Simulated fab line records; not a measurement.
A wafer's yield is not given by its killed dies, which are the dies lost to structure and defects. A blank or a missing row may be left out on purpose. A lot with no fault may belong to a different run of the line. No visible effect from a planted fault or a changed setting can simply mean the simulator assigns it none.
Which tool was responsible? :: flow n5-finfet :: 16 wafers from 6 lots sampled at 4 of the route's 1938 steps

== WHAT EACH GAUGE READ, for each wafer ==
N5_BEOL_M6_CD_MEAS_18: pitch 80 nm, target cd 40 nm.
lot: L201
measured: day 9 21:05
on: cd-sem-03
cd-nm (nm): 38.6 39.3 39.9

lot: L204
measured: day 10 00:47
on: cd-sem-03
cd-nm (nm): 39.8 40.1 39.3

lot: L210
measured: day 11 10:43
on: cd-sem-02
cd-nm (nm): 39.9 39.7

lot: L212
measured: day 12 09:16
on: cd-sem-03
cd-nm (nm): 39.5 39.4 40.4

lot: L221
measured: day 14 16:20
on: cd-sem-01
cd-nm (nm): 40.6 40.2

lot: L222
measured: day 15 01:59
on: cd-sem-01
cd-nm (nm): 39.7 40.4 39.9

== EACH LOT AND THE TOOL THAT RAN IT (in order: tool; ch and the chambers of the sampled wafers; start) ==
lot: L201
N5_BEOL_M6_ILD_DEP_00: pecvd-01 ch 0,1,2, day 9 16:18
N5_BEOL_M6_HM_DEP_02: pvd-sputter-02, day 9 20:02
N5_BEOL_M6_ETCH_61: rie-diel-06 ch 0,1, day 9 20:40

lot: L204
N5_BEOL_M6_ILD_DEP_00: pecvd-04 ch 0,1,2, day 9 20:19
N5_BEOL_M6_HM_DEP_02: pvd-sputter-01, day 9 23:40
N5_BEOL_M6_ETCH_61: rie-diel-03 ch 0,1,3, day 10 00:22

lot: L210
N5_BEOL_M6_ILD_DEP_00: pecvd-03 ch 0,1, day 11 06:48
N5_BEOL_M6_HM_DEP_02: pvd-sputter-03, day 11 08:37
N5_BEOL_M6_ETCH_61: rie-diel-01 ch 0,3, day 11 10:06

lot: L212
N5_BEOL_M6_ILD_DEP_00: pecvd-03 ch 0,2, day 12 05:14
N5_BEOL_M6_HM_DEP_02: pvd-sputter-03, day 12 07:55
N5_BEOL_M6_ETCH_61: rie-diel-01 ch 0,1,3, day 12 08:47

lot: L221
N5_BEOL_M6_ILD_DEP_00: pecvd-01 ch 1,2, day 14 12:35
N5_BEOL_M6_HM_DEP_02: pvd-sputter-02, day 14 15:12
N5_BEOL_M6_ETCH_61: rie-diel-06 ch 0,2, day 14 15:54

lot: L222
N5_BEOL_M6_ILD_DEP_00: pecvd-03 ch 0,1,2, day 14 22:31
N5_BEOL_M6_HM_DEP_02: pvd-sputter-02, day 15 00:52
N5_BEOL_M6_ETCH_61: rie-diel-03 ch 0,1,3, day 15 01:31
- N5_BEOL_M6_ILD_DEP_00: deposits SiCOH lowk from DEMS/porogen, target thk 179.75 nm, time 33.4 s.
- N5_BEOL_M6_HM_DEP_02: deposits TiN, target thk 20 nm.
- N5_BEOL_M6_ETCH_61: etches SiARC in CF4, target depth 45.5 nm, time 75.8 s.

== THE ANSWER, worked out from the rows above alone ==
Rule: usual is defined by the lots themselves. Put in order of their means at a reading, lots are off if they are a third of the lots or fewer, leave a main group of 4 or more, and stand apart from it by a gap of 3 or more times the standard deviation of the main group's means; of several such gaps the widest counts. A main group is skipped when, at the precision printed for the reading in the tables above, its means are all equal. Also off: a lot with no number at a reading for which 4 or more lots have one. All remaining lots with rows at the step are treated as sound.
No lot is off on any of the readings shown, so nothing can be concluded from this.

== WHAT THE SIMULATOR PUT IN ==
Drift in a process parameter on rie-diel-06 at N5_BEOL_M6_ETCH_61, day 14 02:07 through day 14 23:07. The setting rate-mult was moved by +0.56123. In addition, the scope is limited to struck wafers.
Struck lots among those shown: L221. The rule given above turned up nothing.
